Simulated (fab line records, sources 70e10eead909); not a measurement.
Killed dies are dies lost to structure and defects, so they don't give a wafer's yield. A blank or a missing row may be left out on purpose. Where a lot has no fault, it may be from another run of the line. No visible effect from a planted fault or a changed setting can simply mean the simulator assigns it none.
Matching of chambers    flow nand harc    ald hk-02 running NHARC_A_CHANNEL_FILL_D2_ALD_16: 4 sister chambers
The step deposits SiO2, target thk 1.5 nm, pulse time 10 s, ald cycles 15. 16 wafers are shown with their chamber, then 8 later ones without.

WAFERS WITH THEIR CHAMBER
wafer   chamber  heater power w (W)  precursor pulse height rel
L074.3  2        411                 0.967
L074.4  0        502                 0.993
L074.6  1        495                 1.032
L082.1  3        531                 0.998
L082.3  2        409                 1.016
L082.4  0        537                 0.996
L084.1  2        404                 1.010
L084.4  0        540                 1.018
L084.6  2        408                 0.974
L086.2  3        533                 1.015
L086.5  2        419                 0.987
L086.6  1        476                 1.019
L087.2  0        528                 0.960
L087.3  1        478                 0.987
L087.6  3        525                 1.012
L091.3  3        524                 1.003

SIGNATURES (means of the wafers above)
reading                     chamber 0  chamber 1  chamber 2  chamber 3  scatter within a chamber
heater power w              526.75     483.00     410.20     528.25     10.4
precursor pulse height rel  0.99175    1.01267    0.99080    1.00700    0.0201
Rule: a wafer's distance from a chamber is the root of the sum, over the readings, of the square of ((its reading less the chamber's mean) divided by the reading's scatter). If the next closest chamber is less than 2 further off than the closest, the wafer can't be placed; otherwise it belongs to the closest. The scatter: the root of (the sum of the squares of (reading less its chamber's mean) over the shown wafers, divided by (wafers less chambers)).

WAFERS WITH NO CHAMBER GIVEN
wafer   heater power w (W)  precursor pulse height rel
L091.4  409                 1.033
L091.6  475                 0.986
L095.1  531                 0.979
L095.4  530                 0.987
L095.6  410                 0.992
L094.2  536                 1.022
L094.3  528                 1.004
L094.4  483                 1.002

CHAMBER TAKEN BY EACH
wafer   from the rows above      in truth
L091.4  2                        2
L091.6  1                        1
L095.1  can't be placed: 0 or 3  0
L095.4  can't be placed: 0 or 3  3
L095.6  2                        2
L094.2  can't be placed: 3 or 0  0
L094.3  can't be placed: 3 or 0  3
L094.4  1                        1
Correctly placed: 4 of 8. Can't be placed from these rows: 4 (the true chamber is among the candidates in 4). 0 placed wrongly.
